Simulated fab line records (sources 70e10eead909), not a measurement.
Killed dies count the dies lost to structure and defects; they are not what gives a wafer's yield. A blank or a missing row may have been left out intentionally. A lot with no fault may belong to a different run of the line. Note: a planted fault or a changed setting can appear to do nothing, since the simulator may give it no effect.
fab line records	flow nand-harc
[record] lots = 10	wafers = 30	last-day = 24
route steps=1159 shown A_ZERO_WELL@403 A_CHANNEL_HOLE_D1@460
lots untouched by any fault: they come from a run of this same line in which no faults occurred
start-h: the number of hours between the record's first day and the start of the first shown wafer of the lot	wait-h: hours elapsed since this lot's preceding step	" unchanged from the row above	L1.1+2: several wafers, shown together as one row	- no value, or no start was given	* or withheld: withheld	< > ~ a bound
route shown NAME@n: NAME is a module with steps in the file, n the number in the route of the first one	usual: the fault-free wafers' mean and standard deviation	same: alike in all rows	chamber/n: place in a boat	sites: the reading at each site	_std_site: how widely they spread, as a standard deviation	_edge_site: mean of outer sites minus mean of inner sites	radius-mm: how far each site lies from the wafer's centre	mask NAME#n: copy n	behind: tool/chamber where the wafer was last shaped	hold: why the lot went on hold/how many hours it stayed there/how the hold came to an end	device: transistor that didn't switch, given as n, p or np	end of line: the tests these same wafers got at the end of their route	a step given without rows: its recipe and nothing more	killed: dies that structure and defects cost at the first sort, which is not the same as the wafer's yield	map: a wafer's dies, marking killed ones x, the rest . and places with no die _
set.NAME: the run value of the setting; set.NAME@STEP: its run value at that earlier step	model.NAME: the simulator's own value behind a step, which no gauge read
steps of the route over a sample of lots; a table a step, a row a wafer
services: a tool's chamber out of use, with start hour (start-h, from the record's first day; less than 0 if before it), hours out, and reason
[[steps]]
[step NHARC_A_ZERO_WELL_DESCUM_12]
[recipe] time-s = 3	o2-flow-sccm = 200	ar-flow-sccm = 0	bias-power-w = 0	chemistry = O2
[usual] chamber-pressure-mTorr = 60.00/0.051	drypump-motor-current-A = 5.8/0.56	oes-product-au = 1.003/0.0076	rf-vpp-V = 57.9/1	showerhead-plenum-p-Torr = 1.94/0.097	throttle-valve-pct = 11.312/0.0091
lot.wafer	tool	chamber	start-h	wait-h	chamber-pressure-mTorr	drypump-motor-current-A	oes-product-au	rf-hours-counter-h	rf-vpp-V	showerhead-plenum-p-Torr	throttle-valve-pct
L580.4	rie-diel-12	1	148.12	-	59.94	6.6	1.002	11	57.8	2.06	11.313
L580.5	"	1	"	"	60.00	6.6	0.993	-	58.1	2.06	11.335
L580.6	"	2	"	"	59.90	5.0	0.996	-	59.5	2.03	11.315
L585.3	rie-diel-12	2	171.34	-	60.04	5.0	1.007	13	58.6	2.02	11.319
L585.5	"	1	"	"	59.96	6.6	0.999	-	57.4	2.06	11.306
L585.6	"	2	"	"	59.95	5.0	0.996	-	58.3	2.02	11.296
L591.2	rie-diel-02	1	218.62	-	59.96	6.0	1.010	4	58.5	2.02	11.310
L591.1	"	2	"	"	60.00	6.0	1.001	3	57.5	1.82	11.311
L591.6	"	1	"	"	59.91	6.0	1.013	-	56.6	2.02	11.310
L594.1	rie-diel-06	1	230.72	-	60.06	5.6	1.006	11	56.5	1.83	11.317
L594.2	"	2	"	"	59.98	5.7	1.004	11	57.6	1.99	11.320
L594.4	"	0	"	"	59.96	5.2	1.005	10	59.7	1.83	11.307
L593.4	rie-diel-02	0	231.92	-	59.98	5.9	1.007	5	58.5	1.82	11.303
L593.1	"	2	"	"	59.98	6.0	1.014	4	56.7	1.82	11.312
L593.6	"	0	"	"	60.04	5.9	1.002	-	57.7	1.82	11.337
L595.1	rie-diel-12	3	232.49	-	59.96	5.3	0.988	2	58.0	1.84	11.315
L595.3	"	1	"	"	59.99	6.6	1.000	2	57.8	2.06	11.307
L595.6	"	3	"	"	60.06	5.3	1.014	-	56.7	1.84	11.331
L596.3	rie-diel-12	0	239.76	-	60.10	6.7	1.006	3	57.7	2.03	11.285
L596.4	"	1	"	"	59.98	6.6	1.005	3	57.7	2.06	11.302
L596.6	"	2	"	"	60.05	4.9	1.002	-	58.4	2.02	11.304
L599.4	rie-diel-12	2	257.33	-	59.95	5.0	0.991	4	58.6	2.02	11.305
L599.1	"	3	"	"	59.96	5.3	0.992	4	57.2	1.84	11.307
L599.3	"	0	"	"	59.96	6.8	1.012	4	58.9	2.03	11.322
L600.4	rie-diel-02	1	258.54	-	60.03	6.0	1.018	7	60.0	2.02	11.314
L600.1	"	2	"	"	59.93	6.0	1.006	6	57.9	1.82	11.316
L600.3	"	3	"	"	59.91	5.8	1.005	6	58.2	1.96	11.313
L602.2	rie-diel-02	0	264.99	-	60.04	5.9	0.997	7	57.9	1.82	11.316
L602.4	"	1	"	"	60.02	6.0	1.011	7	57.5	2.02	11.310
L602.5	"	2	"	"	59.99	6.0	1.003	-	56.2	1.82	11.319
[step NHARC_A_CHANNEL_HOLE_D1_PEB_08]
[recipe] peb-temp-c = 100	peb-time-s = 65
lot.wafer	tool	chamber	start-h	wait-h
L580.4+5+6	litho-track-04	0	189.11	0.1
L585.3+5+6	litho-track-01	0	226.11	0.0
L591.1+2+6	litho-track-04	0	254.97	0.1
L596.3+4+6	litho-track-04	0	273.55	0.1
L594.1+2+4	litho-track-06	0	273.85	0.1
L595.1+3+6	litho-track-04	0	275.41	0.1
L593.1+4+6	litho-track-06	0	275.56	0.1
L599.1+3+4	litho-track-04	0	295.60	0.1
L600.1+3+4	litho-track-04	0	295.75	0.1
L602.2+4+5	litho-track-01	0	304.45	0.1
[step NHARC_A_CHANNEL_HOLE_D1_CD_MEAS_10]
[recipe] target-cd-nm = 100	landing-energy-ev = 500
[usual] cd-nm = 100.0/0.44
lot.wafer	tool	chamber	start-h	wait-h	cd-nm
L580.4	cd-sem-02	0	189.19	-	99.9
L580.5	"	0	"	"	99.3
L580.6	"	0	"	"	99.8
L585.3	cd-sem-02	0	226.20	-	99.7
L585.5	"	0	"	"	99.5
L585.6	"	0	"	"	99.6
L591.1	cd-sem-01	0	255.05	-	100.7
L591.2	"	0	"	"	100.6
L591.6	"	0	"	"	100.0
L596.3	cd-sem-01	0	273.63	-	100.2
L596.4	"	0	"	"	100.0
L596.6	"	0	"	"	99.8
L594.1	cd-sem-03	0	273.93	-	102.9
L594.2	"	0	"	"	102.5
L594.4	"	0	"	"	103.0
L595.1	cd-sem-01	0	275.49	-	99.9
L595.3	"	0	"	"	100.1
L595.6	"	0	"	"	100.7
L593.1	cd-sem-03	0	275.64	-	102.8
L593.4	"	0	"	"	102.3
L593.6	"	0	"	"	102.9
L599.1	cd-sem-03	0	295.68	-	100.1
L599.3	"	0	"	"	99.9
L599.4	"	0	"	"	99.5
L600.1	cd-sem-03	0	295.83	-	99.7
L600.3	"	0	"	"	100.1
L600.4	"	0	"	"	100.4
L602.2	cd-sem-01	0	304.53	-	100.7
L602.4	"	0	"	"	100.6
L602.5	"	0	"	"	100.2
[step NHARC_A_CHANNEL_HOLE_D1_ETCH_38]
[recipe] target-depth-a = 390	over-etch-frac = 0.3	time-s = 65	ion-energy-ev = 80	cf4-flow-sccm = 150	ar-flow-sccm = 0	rf-w = 300	bias-w = 100	chemistry = CF4
[usual] chamber-pressure-mTorr = 50.00/0.045	drypump-motor-current-A = 5.7/0.35	oes-product-au = 0.999/0.0091	rf-vpp-V = 151.0/1.2	showerhead-plenum-p-Torr = 1.75/0.068	throttle-valve-pct = 13.284/0.0091
lot.wafer	tool	chamber	start-h	wait-h	chamber-pressure-mTorr	drypump-motor-current-A	oes-product-au	rf-hours-counter-h	rf-vpp-V	showerhead-plenum-p-Torr	throttle-valve-pct
L580.4	rie-diel-05	2	189.53	0.1	49.97	5.5	0.996	1	150.3	1.71	13.286
L580.5	"	1	"	"	49.99	6.3	1.006	-	154.1	1.86	13.293
L580.6	"	2	"	"	49.97	5.5	1.000	-	149.9	1.71	13.284
L585.3	rie-diel-09	2	226.48	0.1	50.04	5.7	0.983	6	150.6	1.68	13.277
L585.5	"	1	"	"	49.98	5.7	0.985	-	152.4	1.87	13.279
L585.6	"	2	"	"	49.96	5.8	0.993	-	150.9	1.68	13.268
L591.2	rie-diel-05	3	255.32	0.1	50.01	5.0	1.005	6	149.5	1.68	13.285
L591.1	"	0	"	"	50.01	6.0	1.011	6	150.6	1.72	13.285
L591.6	"	3	"	"	49.97	5.0	0.998	-	150.3	1.68	13.267
L596.4	rie-diel-09	1	273.90	0.1	50.06	5.7	0.988	0	156.0	1.87	13.272
L596.3	"	3	"	"	49.90	5.7	0.991	0	151.4	1.71	13.301
L596.6	"	0	"	"	49.98	5.2	0.992	-	153.1	1.86	13.286
L594.1	rie-diel-05	3	274.23	0.1	49.94	5.0	0.999	7	150.7	1.68	13.263
L594.2	"	1	"	"	49.98	6.2	1.007	7	151.9	1.86	13.290
L594.4	"	3	"	"	49.97	5.0	0.996	-	150.3	1.68	13.298
L595.1	rie-diel-07	2	275.76	0.1	49.98	6.1	1.004	2	149.9	1.78	13.306
L595.3	"	3	"	"	49.96	5.7	0.987	2	149.1	1.67	13.285
L595.6	"	2	"	"	49.94	6.1	1.003	-	152.0	1.78	13.284
L593.1	rie-diel-05	1	275.94	0.1	50.01	6.3	1.003	8	152.2	1.86	13.283
L593.6	"	1	"	"	50.00	6.3	1.012	-	151.6	1.86	13.276
L593.4	"	2	"	"	49.90	5.6	1.014	-	150.2	1.70	13.297
L599.1	rie-diel-07	2	295.96	0.1	50.02	6.1	1.003	4	150.1	1.78	13.285
L599.3	"	3	"	"	50.03	5.7	0.995	3	151.5	1.68	13.274
L599.4	"	0	"	"	49.94	6.0	0.999	3	150.8	1.76	13.286
L600.4	rie-diel-09	1	296.10	0.1	50.02	5.7	0.985	2	151.5	1.87	13.283
L600.1	"	2	"	"	50.00	5.8	0.994	2	150.0	1.68	13.273
L600.3	"	0	"	"	50.02	5.2	0.988	1	152.4	1.86	13.291
L602.4	rie-diel-07	3	304.81	0.1	49.96	5.7	0.988	4	150.6	1.67	13.285
L602.2	"	0	"	"	49.98	5.9	1.010	4	151.5	1.76	13.285
L602.5	"	2	"	"	50.05	6.1	1.000	-	152.1	1.78	13.296
[step NHARC_A_CHANNEL_HOLE_D1_CD_MEAS_30]
[usual] cd-nm = 89.7/0.8
lot.wafer	tool	chamber	start-h	wait-h	cd-nm
L580.4	cd-sem-03	-	199.57	-	88.7
L580.5	"	-	"	"	88.9
L580.6	"	-	"	"	89.4
L585.3	cd-sem-02	-	233.11	-	88.8
L585.5	"	-	"	"	88.7
L585.6	"	-	"	"	89.0
L591.1	cd-sem-03	-	262.09	-	90.1
L591.2	"	-	"	"	91.4
L591.6	"	-	"	"	89.6
L596.3	cd-sem-02	-	280.50	-	89.7
L596.4	"	-	"	"	89.5
L596.6	"	-	"	"	88.4
L594.1	cd-sem-02	-	284.68	-	93.1
L594.2	"	-	"	"	92.1
L594.4	"	-	"	"	93.5
L595.1	cd-sem-03	-	284.98	-	89.6
L595.3	"	-	"	"	90.1
L595.6	"	-	"	"	89.5
L593.1	cd-sem-01	-	288.86	-	92.5
L593.4	"	-	"	"	92.3
L593.6	"	-	"	"	93.2
L599.1	cd-sem-02	-	302.60	-	89.6
L599.3	"	-	"	"	90.2
L599.4	"	-	"	"	90.0
L600.1	cd-sem-02	-	303.02	-	91.0
L600.3	"	-	"	"	89.2
L600.4	"	-	"	"	91.2
L602.2	cd-sem-02	-	311.38	-	90.2
L602.4	"	-	"	"	91.0
L602.5	"	-	"	"	89.1
[step NHARC_A_CHANNEL_HOLE_D1_XSEM_31]
[recipe] landing-energy-ev = 35000
[usual] bot-cd-nm = 74.3/0.94	bow-nm = 8.71/0.25	tilt-deg = 0.07/0.039
lot.wafer	tool	chamber	start-h	wait-h	bot-cd-nm	bow-nm	tilt-deg
L580.4	xsem-01	0	199.66	0.1	73.4	8.69	0.09
L580.5	"	0	"	"	73.2	8.65	0.09
L580.6	"	0	"	"	74.8	8.64	0.09
L585.3	xsem-01	0	233.21	0.1	73.6	9.21	0.10
L585.5	"	0	"	"	73.7	9.24	0.10
L585.6	"	0	"	"	73.8	9.22	0.10
L591.1	xsem-01	0	262.17	0.1	74.8	9.00	0.08
L591.2	"	0	"	"	76.4	8.97	0.08
L591.6	"	0	"	"	75.1	8.96	0.08
L596.3	xsem-02	0	280.60	0.1	75.4	9.08	0.11
L596.4	"	0	"	"	74.9	9.13	0.11
L596.6	"	0	"	"	73.7	9.11	0.11
L594.1	xsem-02	0	284.77	0.1	78.5	8.37	0.09
L594.2	"	0	"	"	76.1	8.35	0.09
L594.4	"	0	"	"	77.8	8.45	0.09
L595.1	xsem-01	0	285.07	0.1	74.3	8.54	0.03
L595.3	"	0	"	"	74.4	8.58	0.03
L595.6	"	0	"	"	73.5	8.64	0.03
L593.1	xsem-02	0	288.95	0.1	77.0	8.63	0.13
L593.4	"	0	"	"	76.9	8.56	0.13
L593.6	"	0	"	"	77.5	8.55	0.13
L599.1	xsem-01	0	302.68	0.1	74.6	8.33	0.05
L599.3	"	0	"	"	74.9	8.38	0.05
L599.4	"	0	"	"	74.9	8.45	0.05
L600.1	xsem-01	0	303.11	0.1	76.3	8.63	0.08
L600.3	"	0	"	"	74.4	8.58	0.08
L600.4	"	0	"	"	76.5	8.58	0.08
L602.2	xsem-01	0	311.47	0.1	74.6	8.35	0.06
L602.4	"	0	"	"	75.3	8.29	0.06
L602.5	"	0	"	"	73.4	8.34	0.06
[step NHARC_A_CHANNEL_HOLE_D1_INSPECT_40]
[usual] raw-defect-count = 60/17
lot.wafer	tool	chamber	start-h	wait-h	raw-defect-count
L580.4	defect-inspect-01	-	199.74	-	93
L580.5	"	-	"	"	45
L580.6	"	-	"	"	77
L585.3	defect-inspect-01	-	233.31	-	67
L585.5	"	-	"	"	75
L585.6	"	-	"	"	63
L591.1	defect-inspect-02	-	262.27	-	50
L591.2	"	-	"	"	32
L591.6	"	-	"	"	54
L596.3	defect-inspect-01	-	280.69	-	59
L596.4	"	-	"	"	61
L596.6	"	-	"	"	41
L594.1	defect-inspect-01	-	284.87	-	49
L594.2	"	-	"	"	59
L594.4	"	-	"	"	48
L595.1	defect-inspect-02	-	285.16	-	58
L595.3	"	-	"	"	73
L595.6	"	-	"	"	52
L593.1	defect-inspect-02	-	289.05	-	60
L593.4	"	-	"	"	66
L593.6	"	-	"	"	45
L599.1	defect-inspect-01	-	302.78	-	91
L599.3	"	-	"	"	70
L599.4	"	-	"	"	87
L600.1	defect-inspect-01	-	303.21	-	43
L600.3	"	-	"	"	56
L600.4	"	-	"	"	29
L602.2	defect-inspect-01	-	311.57	-	45
L602.4	"	-	"	"	73
L602.5	"	-	"	"	46
[[services]]
tool	chamber	start-h	hours	kind
rie-diel-09	0	129.59	11.9	repair
rie-diel-02	-	138.99	0.2	repair
litho-track-04	-	141.00	7.0	pm
rie-diel-02	-	150.70	9.0	pm
rie-diel-09	2	157.49	3.7	repair
rie-diel-05	-	163.60	9.0	pm
rie-diel-09	-	185.47	8.0	repair
rie-diel-07	1	191.85	1.2	repair
rie-diel-12	2	197.12	15.8	repair
rie-diel-06	2	198.20	4.0	repair
rie-diel-12	-	202.40	9.0	pm
rie-diel-06	0	211.83	9.2	repair
rie-diel-06	3	213.21	4.4	repair
rie-diel-06	-	213.33	0.4	repair
rie-diel-05	1	217.24	5.0	repair
rie-diel-07	-	228.20	9.0	pm
rie-diel-05	3	232.73	6.4	repair
rie-diel-09	-	254.11	9.0	pm
rie-diel-05	0	260.17	25.8	repair
litho-track-01	-	268.00	7.0	pm
rie-diel-12	3	282.83	4.1	repair
litho-track-06	-	292.00	7.0	pm
xsem-02	-	302.00	14.0	pm
rie-diel-05	2	305.78	12.0	repair
[[key]]
[first-sign] step = NHARC_A_CHANNEL_HOLE_D1_CD_MEAS_10	reading = cd-nm	direction = up	sigmas = 6.2	usual = 100.0	struck = 102.7
[effect] step = NHARC_A_CHANNEL_HOLE_D1_CD_MEAS_30	reading = cd-nm	direction = up	sigmas = 3.8	usual = 89.7	struck = 92.8
[effect] step = NHARC_A_CHANNEL_HOLE_D1_XSEM_31	reading = bot-cd-nm	direction = up	sigmas = 3.1	usual = 74.3	struck = 77.3
met-at NHARC_A_CHANNEL_HOLE_D1_PEB_08
struck-lots L593,L594
tester-left-out L593,L594
not-acting-at NHARC_A_ZERO_WELL_DESCUM_12,NHARC_A_CHANNEL_HOLE_D1_ETCH_38,NHARC_A_CHANNEL_HOLE_D1_INSPECT_40
[fault] kind = process-parameter-drift	tool = litho-track-06	chamber = -	onset-h = 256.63	steps = NHARC_A_CHANNEL_HOLE_D1_PEB_08	channel = peb-time-s	offset = *	shape = step	end-h = 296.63	acts-in = *	stated = *
// tester-left-out: of these lots the tester's yield and bins aren't shown, on N5 and GAA mostly nor the transistor test; their killed dies are dies lost to structure and defects alone, not to doping, threshold or leakage, so they don't give the yield
